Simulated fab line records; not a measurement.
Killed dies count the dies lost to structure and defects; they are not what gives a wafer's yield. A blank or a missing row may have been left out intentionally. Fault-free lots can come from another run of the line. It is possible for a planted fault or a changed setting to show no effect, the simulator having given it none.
fab line records | flow nand-harc
record lots=5 wafers=15 last-day=33
route steps=1302 shown A_CHANNEL_HOLE_D2@581 END@1302
lots untouched by any fault: they come from a run of this same line in which no faults occurred
start-h: the number of hours between the record's first day and the start of the first shown wafer of the lot | wait-h: hours from the lot's prior step to this one | " repeats the value in the row above | L1.1+2: a row that stands for several wafers | - value missing, or start not given | * or withheld: withheld | < > ~ a bound
route shown NAME@n: names a module that has steps shown in the file, with the first one's number in the route | usual: average and standard deviation across the fault-free wafers | same: alike in all rows | chamber/n: place in a boat | sites: per-site readings | _std_site: standard deviation of those values | _edge_site: outer sites' mean less inner sites' | radius-mm: how far each site lies from the wafer's centre | mask NAME#n: copy n | behind: the tool/chamber that last shaped the wafer | hold: what put the lot on hold/how long, in hours/how the hold closed | device: the n, p or np transistor that did not switch | end of line: tests run on the same wafers once the route is complete | a step without rows: its recipe alone | killed: dies that structure and defects cost at the first sort, which is not the same as the wafer's yield | map: per-die view of a wafer (x killed, . not killed, _ where there is no die)
set.NAME: the setting as run; set.NAME@STEP: as run at that earlier step | model.NAME: the simulator's own value behind a step, which no gauge read
a table for each step, a row for each wafer; lots at some steps of the route
services: from which hour (start-h, from the record's first day; less than 0 if before it) a tool's chamber was out of use, for how many hours, and why
## steps
# step NHARC_A_CHANNEL_HOLE_D2_DEVELOP_09
# recipe develop-time-s=35 dev-temp-c=23
# step NHARC_A_CHANNEL_HOLE_D2_DESCUM_15
# recipe time-s=3 o2-flow-sccm=200 ar-flow-sccm=0 bias-power-w=0 chemistry=O2
# step NHARC_A_CHANNEL_HOLE_D2_ETCH_38
# recipe target-depth-a=390 over-etch-frac=0.3 time-s=65 ion-energy-ev=80 cf4-flow-sccm=150 ar-flow-sccm=0 rf-w=300 bias-w=100 chemistry=CF4
# step NHARC_A_CHANNEL_HOLE_D2_ETCH_39
# recipe target-depth-a=2600 over-etch-frac=0.3 time-s=325 ion-energy-ev=200 n2-flow-sccm=150 h2-flow-sccm=150 ar-flow-sccm=0 rf-w=400 bias-w=150 chemistry=N2/H2
# step NHARC_A_CHANNEL_HOLE_D2_ETCH_34
# recipe target-depth-a=1540 time-s=77 cf4-flow-sccm=100 chf3-flow-sccm=30 ar-flow-sccm=0 rf-w=500 bias-w=200 chemistry=CF4/CHF3
# step NHARC_A_CHANNEL_HOLE_D2_ETCH_16
# recipe target-depth-a=31000 over-etch-frac=0.3 time-s=806 ion-energy-ev=150 o2-flow-sccm=400 cos-flow-sccm=20 ar-flow-sccm=0 rf-w=500 bias-w=300 chemistry=O2/COS
# step NHARC_A_CHANNEL_HOLE_D2_ETCH_19
# recipe bias-v=1200 source-w=2500 pressure-mtorr=15 time-s=34.5 ar-flow-sccm=375 c4f8-flow-sccm=28.8 o2-flow-sccm=96.2 temp-c=-20 target-depth-a=* chemistry=C4F8/O2/Ar
# step NHARC_A_CHANNEL_HOLE_D2_ETCH_20
# recipe bias-v=3000 source-w=withheld pressure-mtorr=20 time-s=361.9 ar-flow-sccm=375 c4f8-flow-sccm=89.3 o2-flow-sccm=35.7 temp-c=-20 target-depth-a=16000 chemistry=C4F8/O2/Ar
# step NHARC_A_CHANNEL_HOLE_D2_ETCH_21
# recipe bias-v=3000 source-w=withheld pressure-mtorr=20 time-s=514.3 ar-flow-sccm=375 c4f8-flow-sccm=89.3 o2-flow-sccm=35.7 temp-c=-20 target-depth-a=16000 chemistry=C4F8/O2/Ar
# usual c4f8-flow-sccm=89.28/0.28 chamber-pressure-mTorr=20.001/0.018 drypump-motor-current-A=5.7/0.49 mfc-ar-sccm=374.9/0.99 showerhead-plenum-p-Torr=3.670/0.026 throttle-valve-pct=32.155/0.0096
# columns lot.wafer tool chamber start-h wait-h c4f8-flow-sccm chamber-pressure-mTorr drypump-motor-current-A mfc-ar-sccm rf-hours-counter-h showerhead-plenum-p-Torr throttle-valve-pct
L790.2 har-etch-01 1 310.10 0.3 - - - - - - -
L790.3 " 1 " " - - - - - - -
L790.4 " 0 " " - - - - - - -
L792.1 har-etch-01 0 337.69 0.3 - - - - - - -
L792.3 " 1 " " - - - - - - -
L792.6 " 1 " " - - - - - - -
L791.2 har-etch-02 0 339.82 0.3 - - - - - - -
L791.3 " 0 " " - - - - - - -
L791.4 " 1 " " - - - - - - -
L805.2 har-etch-01 1 472.54 0.3 89.27 20.018 5.7 374.6 253 3.644 32.154
L805.4 " 1 " " 89.60 20.017 5.7 376.1 - 3.645 32.154
L805.6 " 0 " " 88.92 20.026 5.6 375.7 - 3.645 32.156
L811.2 har-etch-01 0 520.19 0.3 89.33 19.972 5.6 373.2 280 3.630 32.139
L811.4 " 0 " " 89.30 20.015 5.6 375.1 - 3.630 32.161
L811.3 " 1 " " 89.66 20.013 5.7 374.6 - 3.630 32.166
# step NHARC_A_CHANNEL_HOLE_D2_ETCH_22
# recipe bias-v=3000 source-w=withheld pressure-mtorr=20 time-s=666.7 ar-flow-sccm=375 c4f8-flow-sccm=89.3 o2-flow-sccm=35.7 temp-c=-20 target-depth-a=16000 chemistry=C4F8/O2/Ar
# step NHARC_A_CHANNEL_HOLE_D2_ETCH_23
# recipe bias-v=5000 source-w=withheld pressure-mtorr=20 time-s=819 ar-flow-sccm=375 c4f8-flow-sccm=89.3 o2-flow-sccm=35.7 temp-c=-20 target-depth-a=16000 chemistry=C4F8/O2/Ar
# step NHARC_A_CHANNEL_HOLE_D2_ETCH_24
# recipe bias-v=5000 source-w=withheld pressure-mtorr=20 time-s=906.2 ar-flow-sccm=375 c4f8-flow-sccm=93.8 o2-flow-sccm=31.2 temp-c=-20 target-depth-a=15000 chemistry=C4F8/O2/Ar
# step NHARC_A_CHANNEL_HOLE_D2_ETCH_25
# recipe bias-v=5000 source-w=withheld pressure-mtorr=20 time-s=1040.2 ar-flow-sccm=375 c4f8-flow-sccm=93.8 o2-flow-sccm=31.2 temp-c=-20 target-depth-a=15000 chemistry=C4F8/O2/Ar
# step NHARC_A_CHANNEL_HOLE_D2_ETCH_26
# recipe bias-v=300 source-w=2000 pressure-mtorr=30 time-s=224.1 ar-flow-sccm=375 c4f8-flow-sccm=11.4 o2-flow-sccm=113.6 temp-c=-20 target-depth-a=3000 chemistry=C4F8/O2/Ar
# step NHARC_A_CHANNEL_HOLE_D2_ETCH_27
# recipe bias-v=400 source-w=2000 pressure-mtorr=25 time-s=90 ar-flow-sccm=375 c4f8-flow-sccm=41.7 o2-flow-sccm=83.3 temp-c=-20 target-depth-a=4000 chemistry=C4F8/O2/Ar
# step NHARC_A_CHANNEL_HOLE_D2_STRIP_41
# recipe n2-flow-sccm=150 h2-flow-sccm=150 ar-flow-sccm=0 bias-w=0 chemistry=N2/H2
# step NHARC_A_CHANNEL_HOLE_D2_STRIP_42
# recipe cf4-flow-sccm=100 chf3-flow-sccm=30 ar-flow-sccm=0 bias-w=0 chemistry=CF4/CHF3
# step NHARC_A_CHANNEL_HOLE_D2_STRIP_43
# recipe o2-flow-sccm=400 cos-flow-sccm=20 ar-flow-sccm=0 bias-w=0 chemistry=O2/COS
# step NHARC_A_CHANNEL_HOLE_D2_ETCH_44
# recipe target-depth-a=1400 overetch-a=140 time-s=77 ion-energy-ev=100 cf4-flow-sccm=80 o2-flow-sccm=20 ar-flow-sccm=0 rf-w=300 bias-w=100 chemistry=CF4/O2
# usual bias-w=100.04/0.29 cf4-flow-sccm=79.97/0.23 drypump-motor-current-A=5.5/0.42 mfc-ar-sccm=0.004/0.0064 oes-product-au=1.004/0.013 rf-vpp-V=197.9/1.2 showerhead-plenum-p-Torr=1.34/0.043 throttle-valve-pct=13.397/0.0098
# columns lot.wafer tool chamber start-h wait-h bias-w cf4-flow-sccm drypump-motor-current-A mfc-ar-sccm oes-product-au rf-hours-counter-h rf-vpp-V showerhead-plenum-p-Torr throttle-valve-pct model.A_CHANNEL_HOLE_D2.cd-nm
L790.2 rie-diel-04 1 314.45 0.1 100.04 80.33 5.8 0 1.008 7.6 197.2 1.31 13.401 100.1
L790.3 " 0 " " 99.68 80.04 6.0 0 1.024 7.1 197.5 1.30 13.388 102.6
L790.4 " 3 " " 100.07 80.40 4.9 0 0.997 - 197.2 1.33 13.399 99.67
L792.3 rie-diel-04 3 341.89 0.0 99.93 79.84 4.9 0 1.007 9.0 198.1 1.33 13.404 98.26
L792.1 " 0 " " 100.00 79.81 6.0 0 1.016 8.6 199.2 1.30 13.388 100.2
L792.6 " 3 " " 100.47 80.13 4.9 0 1.007 - 197.5 1.33 13.389 101.9
L791.2 rie-diel-11 0 344.10 0.0 100.03 79.34 5.7 0 1.000 4.7 199.1 1.40 13.405 3.266
L791.3 " 2 " " 99.96 80.15 5.4 0 1.008 4.9 199.1 1.40 13.403 3.343
L791.4 " 3 " " 99.72 79.85 5.5 0.006 1.009 4.3 200.6 1.36 13.401 103.6
L805.2 rie-diel-04 0 476.84 0.0 99.65 79.77 6.0 0 0.999 4.8 196.5 1.30 13.406 87.58
L805.4 " 1 " " 100.42 79.82 5.8 0 1.022 6.7 196.9 1.31 13.406 87.83
L805.6 " 0 " " 99.95 80.36 6.0 0 1.000 - 198.1 1.30 13.389 89.16
L811.2 rie-diel-06 0 524.50 0.1 99.59 80.56 5.4 0.006 0.999 1.4 196.8 1.34 13.387 89.47
L811.3 " 1 " " 100.03 79.51 5.8 0 1.003 2.8 200.1 1.43 13.405 88.08
L811.4 " 2 " " 99.98 79.81 5.8 0.010 0.991 3.3 195.5 1.26 13.398 92.37
# step NHARC_A_CHANNEL_HOLE_D2_STRIP_28
# recipe o2-flow-sccm=500 ar-flow-sccm=0 bias-w=0 chemistry=O2
# step NHARC_A_CHANNEL_HOLE_D2_PRECLEAN_29
# recipe time-s=* temp-c=50 bath-age-min=0 chemistry=SC1
# step NHARC_A_CHANNEL_HOLE_D2_SRD_30
# step NHARC_A_CHANNEL_HOLE_D2_CD_MEAS_31
# usual cd-nm=89.4/1.8
# columns lot.wafer tool chamber start-h wait-h cd-nm
L790.2 cd-sem-01 - 315.37 - 2.0
L790.3 " - " " 0.4
L790.4 " - " " -0.3
L792.1 cd-sem-02 - 342.69 - -0.7
L792.3 " - " " 0.0
L792.6 " - " " -0.1
L791.2 cd-sem-02 - 344.90 - 3.6
L791.3 " - " " 3.0
L791.4 " - " " -0.3
L805.2 cd-sem-02 - 477.65 - 87.6
L805.4 " - " " 87.6
L805.6 " - " " 89.0
L811.2 cd-sem-01 - 525.30 - 88.6
L811.3 " - " " 87.3
L811.4 " - " " 91.9
# step NHARC_A_CHANNEL_HOLE_D2_XSEM_32
# recipe landing-energy-ev=35000
# usual bot-cd-nm=73.9/1.8 bow-nm=8.67/0.19 tilt-deg=0.08/0.047
# columns lot.wafer tool chamber start-h wait-h bot-cd-nm bow-nm tilt-deg
L790.2 xsem-01 0 315.45 0.1 1.1 0.38 0.04
L790.3 " 0 " " 0.3 0.39 0.04
L790.4 " 0 " " 0.0 0.38 0.05
L792.1 xsem-01 0 342.77 0.1 0.0 0.19 0.03
L792.3 " 0 " " 0.5 0.19 0.03
L792.6 " 0 " " 0.0 0.19 0.03
L791.2 xsem-02 0 344.99 0.1 3.4 0.45 0.02
L791.3 " 0 " " 3.4 0.44 0.02
L791.4 " 0 " " 0.0 0.45 0.02
L805.2 xsem-01 0 477.73 0.1 71.3 8.89 0.08
L805.4 " 0 " " 71.7 8.94 0.08
L805.6 " 0 " " 72.6 8.95 0.08
L811.2 xsem-01 0 525.38 0.1 73.1 8.83 0.12
L811.3 " 0 " " 72.1 8.84 0.12
L811.4 " 0 " " 76.4 8.73 0.12
# step NHARC_END_SORT_01
# recipe temp-c=25
# usual killed-at-array=59/21 killed-at-other=1.0/1.1 killed-at-periphery=4.0/2.6 killed-dies=64/21 killed-open=3.2/1.7 killed-short=2.5/1.5
# same gross-dies=677
# columns lot.wafer tool chamber start-h wait-h killed-at-array killed-at-other killed-at-periphery killed-dies killed-open killed-short
L790.2 prober-01 0 594.40 2.8 674 0 3 677 3 3
L790.3 prober-01 0 595.21 3.1 673 0 4 677 2 3
L790.4 prober-01 0 596.03 3.4 673 2 2 677 4 6
L792.1 prober-02 0 623.23 2.5 671 0 6 677 6 9
L792.3 prober-02 0 624.82 3.1 669 0 8 677 11 6
L792.6 prober-02 0 627.21 4.0 668 0 9 677 9 9
L791.2 prober-02 0 631.85 2.8 672 1 4 677 8 5
L791.3 prober-02 0 632.64 3.1 666 0 11 677 8 4
L791.4 prober-02 0 633.43 3.4 674 1 2 677 6 9
L805.4 prober-01 0 766.81 3.4 98 0 6 104 1 3
L805.6 prober-01 0 768.39 4.0 101 2 4 107 3 1
# killed by level:class
L790.2 A_CHANNEL_HOLE_D2:area-etch=652 A_CHANNEL_HOLE_D2:chamber-film-flake=10 A_CONTACT:chamber-film-flake=3 P_M0:geometric-particle:open=2 A_CHANNEL_HOLE_D1:chamber-film-flake=2 A_CHANNEL_HOLE_D1:geometric-particle:short=1 A_CHANNEL_HOLE_D2:geometric-particle:short=1 A_CHANNEL_FILL_D2:geometric-particle:short=1
L790.3 A_CHANNEL_HOLE_D2:area-etch=649 A_CHANNEL_HOLE_D2:chamber-film-flake=9 A_CHANNEL_HOLE_D1:chamber-film-flake=4 A_CONTACT:chamber-film-flake=4 P_GATE:chamber-film-flake=2 A_DECK1_JOINT:chamber-film-flake=2 A_STAIRCASE:chamber-film-flake=2 P_GATE:geometric-particle:open=1
L790.4 A_CHANNEL_HOLE_D2:area-etch=649 A_CHANNEL_HOLE_D2:chamber-film-flake=11 A_ONON_D1:geometric-particle:short=2 A_BLC:geometric-particle:open=2 P_GATE:chamber-film-flake=2 THIN_TSV:chamber-film-flake=2 A_DECK1_JOINT:geometric-particle:short=1 A_ONON_D2:geometric-particle:open=1
L792.1 A_CHANNEL_HOLE_D2:area-etch=632 A_CHANNEL_HOLE_D2:chamber-film-flake=10 A_CHANNEL_HOLE_D2:geometric-particle:short=5 A_CONTACT:chamber-film-flake=4 A_CHANNEL_HOLE_D1:chamber-film-flake=3 P_GATE:chamber-film-flake=3 A_ZERO_WELL:chamber-film-flake=3 A_STAIRCASE:chamber-film-flake=3
L792.3 A_CHANNEL_HOLE_D2:area-etch=630 A_CHANNEL_HOLE_D2:chamber-film-flake=11 A_CHANNEL_HOLE_D2:geometric-particle:open=5 A_CHANNEL_HOLE_D2:geometric-particle:short=5 A_CONTACT:chamber-film-flake=4 P_ZERO_WELL:chamber-film-flake=3 A_ZERO_WELL:chamber-film-flake=3 P_M1:geometric-particle:open=2
L792.6 A_CHANNEL_HOLE_D2:area-etch=627 A_CHANNEL_HOLE_D2:chamber-film-flake=7 A_CHANNEL_HOLE_D2:geometric-particle:short=6 A_WL_FILL:chamber-film-flake=5 P_GATE:chamber-film-flake=4 A_ZERO_WELL:chamber-film-flake=4 A_SLIT:chamber-film-flake=3 A_CHANNEL_HOLE_D1:chamber-film-flake=3
L791.2 A_CHANNEL_HOLE_D2:area-etch=549 A_SLIT:chamber-film-flake=37 A_CHANNEL_HOLE_D2:chamber-film-flake=31 A_CHANNEL_HOLE_D1:chamber-film-flake=30 A_STAIRCASE:chamber-film-flake=9 A_CONTACT:chamber-film-flake=5 A_CHANNEL_HOLE_D2:geometric-particle:open=4 P_CONTACT:geometric-particle:open=2
L791.3 A_CHANNEL_HOLE_D2:area-etch=578 A_SLIT:chamber-film-flake=28 A_CHANNEL_HOLE_D2:chamber-film-flake=22 A_CHANNEL_HOLE_D1:chamber-film-flake=20 A_CONTACT:chamber-film-flake=7 P_GATE:chamber-film-flake=5 A_STAIRCASE:chamber-film-flake=5 P_M1:geometric-particle:open=2
L791.4 A_CHANNEL_HOLE_D2:area-etch=578 A_CHANNEL_HOLE_D1:chamber-film-flake=26 A_SLIT:chamber-film-flake=25 A_CHANNEL_HOLE_D2:chamber-film-flake=19 A_CHANNEL_HOLE_D2:geometric-particle:short=6 A_STAIRCASE:chamber-film-flake=6 A_CONTACT:chamber-film-flake=4 A_CHANNEL_HOLE_D2:geometric-particle:open=3
L805.4 A_SLIT:chamber-film-flake=31 A_CHANNEL_HOLE_D1:chamber-film-flake=30 A_CHANNEL_HOLE_D2:chamber-film-flake=22 A_CONTACT:chamber-film-flake=6 P_GATE:chamber-film-flake=4 A_ONON_D2:geometric-particle:short=2 A_CHANNEL_FILL_D2:chamber-film-flake=2 A_STAIRCASE:chamber-film-flake=2
L805.6 A_SLIT:chamber-film-flake=34 A_CHANNEL_HOLE_D1:chamber-film-flake=32 A_CHANNEL_HOLE_D2:chamber-film-flake=17 A_CONTACT:chamber-film-flake=9 P_STI:chamber-film-flake=2 P_GATE:chamber-film-flake=2 THIN_TSV:chamber-film-flake=2 A_ONON_D1:geometric-particle:open=1
# map L790.2 (x killed, . not)
____________x____________
_________xxxxxxx_________
_______xxxxxxxxxxx_______
______xxxxxxxxxxxxx______
_____xxxxxxxxxxxxxxx_____
____xxxxxxxxxxxxxxxxx____
____xxxxxxxxxxxxxxxxx____
___xxxxxxxxxxxxxxxxxxx___
___xxxxxxxxxxxxxxxxxxx___
__xxxxxxxxxxxxxxxxxxxxx__
__xxxxxxxxxxxxxxxxxxxxx__
_xxxxxxxxxxxxxxxxxxxxxxx_
_xxxxxxxxxxxxxxxxxxxxxxx_
_xxxxxxxxxxxxxxxxxxxxxxx_
_xxxxxxxxxxxxxxxxxxxxxxx_
_xxxxxxxxxxxxxxxxxxxxxxx_
xxxxxxxxxxxxxxxxxxxxxxxxx
xxxxxxxxxxxxxxxxxxxxxxxxx
xxxxxxxxxxxxxxxxxxxxxxxxx
xxxxxxxxxxxxxxxxxxxxxxxxx
xxxxxxxxxxxxxxxxxxxxxxxxx
_xxxxxxxxxxxxxxxxxxxxxxx_
_xxxxxxxxxxxxxxxxxxxxxxx_
_xxxxxxxxxxxxxxxxxxxxxxx_
_xxxxxxxxxxxxxxxxxxxxxxx_
_xxxxxxxxxxxxxxxxxxxxxxx_
__xxxxxxxxxxxxxxxxxxxxx__
__xxxxxxxxxxxxxxxxxxxxx__
___xxxxxxxxxxxxxxxxxxx___
___xxxxxxxxxxxxxxxxxxx___
____xxxxxxxxxxxxxxxxx____
____xxxxxxxxxxxxxxxxx____
_____xxxxxxxxxxxxxxx_____
______xxxxxxxxxxxxx______
_______xxxxxxxxxxx_______
_________xxxxxxx_________
____________x____________
# map L791.2 (x killed, . not)
____________x____________
_________xxxxxxx_________
_______xxxxxxxxxxx_______
______xxxxxxxxxxxxx______
_____xxxxxxxxxxxxxxx_____
____xxxxxxxxxxxxxxxxx____
____xxxxxxxxxxxxxxxxx____
___xxxxxxxxxxxxxxxxxxx___
___xxxxxxxxxxxxxxxxxxx___
__xxxxxxxxxxxxxxxxxxxxx__
__xxxxxxxxxxxxxxxxxxxxx__
_xxxxxxxxxxxxxxxxxxxxxxx_
_xxxxxxxxxxxxxxxxxxxxxxx_
_xxxxxxxxxxxxxxxxxxxxxxx_
_xxxxxxxxxxxxxxxxxxxxxxx_
_xxxxxxxxxxxxxxxxxxxxxxx_
xxxxxxxxxxxxxxxxxxxxxxxxx
xxxxxxxxxxxxxxxxxxxxxxxxx
xxxxxxxxxxxxxxxxxxxxxxxxx
xxxxxxxxxxxxxxxxxxxxxxxxx
xxxxxxxxxxxxxxxxxxxxxxxxx
_xxxxxxxxxxxxxxxxxxxxxxx_
_xxxxxxxxxxxxxxxxxxxxxxx_
_xxxxxxxxxxxxxxxxxxxxxxx_
_xxxxxxxxxxxxxxxxxxxxxxx_
_xxxxxxxxxxxxxxxxxxxxxxx_
__xxxxxxxxxxxxxxxxxxxxx__
__xxxxxxxxxxxxxxxxxxxxx__
___xxxxxxxxxxxxxxxxxxx___
___xxxxxxxxxxxxxxxxxxx___
____xxxxxxxxxxxxxxxxx____
____xxxxxxxxxxxxxxxxx____
_____xxxxxxxxxxxxxxx_____
______xxxxxxxxxxxxx______
_______xxxxxxxxxxx_______
_________xxxxxxx_________
____________x____________
## services
# columns tool chamber start-h hours kind
rie-diel-06 - 307.20 9.0 pm
rie-diel-04 2 308.22 9.9 repair
rie-diel-04 0 309.40 - clean
rie-diel-04 1 309.40 - clean
rie-diel-04 3 309.40 - clean
rie-diel-04 1 331.78 1.3 repair
rie-diel-04 0 333.90 - clean
rie-diel-04 1 333.90 - clean
rie-diel-04 2 333.90 - clean
rie-diel-04 3 333.90 - clean
rie-diel-04 - 354.90 9.0 pm
rie-diel-04 0 354.90 9.0 vent-cycle
rie-diel-04 1 367.83 2.4 repair
xsem-01 - 374.00 14.0 pm
har-etch-02 - 377.00 17.0 pm
rie-diel-06 3 390.45 2.7 repair
rie-diel-04 3 394.43 13.1 repair
rie-diel-04 0 410.01 8.0 repair
rie-diel-04 2 412.94 13.6 repair
rie-diel-11 - 432.58 9.0 pm
rie-diel-06 - 450.84 0.8 repair
rie-diel-06 - 484.20 9.0 pm
rie-diel-04 0 497.22 3.1 repair
rie-diel-04 3 509.12 16.3 repair
## key
first-sign step=NHARC_A_CHANNEL_HOLE_D2_ETCH_21 reading=tool-record direction=missing
effect step=NHARC_A_CHANNEL_HOLE_D2_CD_MEAS_31 reading=cd-nm direction=down sigmas=48 usual=89.4 struck=0.8
effect step=NHARC_A_CHANNEL_HOLE_D2_XSEM_32 reading=bow-nm direction=down sigmas=44 usual=8.67 struck=0.34
effect step=NHARC_END_SORT_01 reading=killed-at-array direction=up sigmas=29 usual=59 struck=671
model-effect step=NHARC_A_CHANNEL_HOLE_D2_ETCH_44 value=A_CHANNEL_HOLE_D2.cd-nm without=89.81 struck=79.21
more-kills-born-at NHARC_A_CHANNEL_HOLE_D2_ETCH_21@har-etch-01=3839 NHARC_A_CHANNEL_HOLE_D2_ETCH_21@har-etch-02=1705
met-at NHARC_A_CHANNEL_HOLE_D2_ETCH_21
struck-wafers L790.2,L790.3,L790.4,L791.2,L791.3,L791.4,L792.1,L792.3,L792.6
later-rows-left-out L790.2,L790.3,L790.4,L791.2,L791.3,L791.4,L792.1,L792.3,L792.6
tester-left-out L790,L791,L792
fault kind=skipped-step-whole tool=har-etch-01,har-etch-02 chamber=- onset-h=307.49 steps=NHARC_A_CHANNEL_HOLE_D2_ETCH_21 scope=struck-lots-only
# tester-left-out: of these lots the tester's yield and bins aren't shown, on N5 and GAA mostly nor the transistor test; their killed dies are dies lost to structure and defects alone, not to doping, threshold or leakage, so they don't give the yield
# later-rows-left-out: the simulator's readings of these wafers behind a module that went badly wrong aren't trusted and aren't shown, but for the sort
